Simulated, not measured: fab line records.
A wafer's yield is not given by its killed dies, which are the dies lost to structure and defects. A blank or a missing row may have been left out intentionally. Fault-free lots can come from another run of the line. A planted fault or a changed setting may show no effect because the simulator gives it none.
Matching of chambers -- flow n5-finfet -- N5_BEOL_M2_DEP_57 on pecvd-01 has 3 sister chambers
The step deposits SiCN from 3MS/NH3, target thk 8 nm, time 14 s. 3 wafers are shown with their chamber, then 8 later ones without.

== WAFERS PAIRED WITH THEIR CHAMBERS ==
wafer,chamber,showerhead-plenum-p-Torr (Torr)
L085.4,1,3.652
L088.6,0,3.659
L089.1,2,3.681

== WAFERS MISSING THEIR CHAMBER ==
wafer,showerhead-plenum-p-Torr (Torr)
L089.3,3.654
L089.6,3.683
L091.3,3.652
L091.4,3.660
L091.6,3.658
L094.2,3.689
L094.4,3.681
L094.5,3.664

== THE CHAMBER EACH PASSED THROUGH ==
wafer,from the rows above,in truth
L089.3,can't be placed: 1 or 0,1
L089.6,2,2
L091.3,can't be placed: 1 or 0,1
L091.4,can't be placed: 0 or 1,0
L091.6,can't be placed: 0 or 1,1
L094.2,2,2
L094.4,2,2
L094.5,can't be placed: 0 or 1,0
Placed correctly: 3 of 8. Can't be placed from these rows: 5 (the true chamber is among the candidates in 5). Wrongly placed: 0.
How it was worked out, from the rows above alone: a wafer's distance from a chamber is the root of the sum, over the readings, of the square of ((its reading less the chamber's mean) divided by the reading's scatter). If the next closest chamber is less than 2 further off than the closest, the wafer can't be placed; otherwise it belongs to the closest. Each chamber's mean is taken over the wafers shown for it. The scatter: root of mean squared gap, hidden wafer to nearest shown wafer, with one shown wafer a chamber.
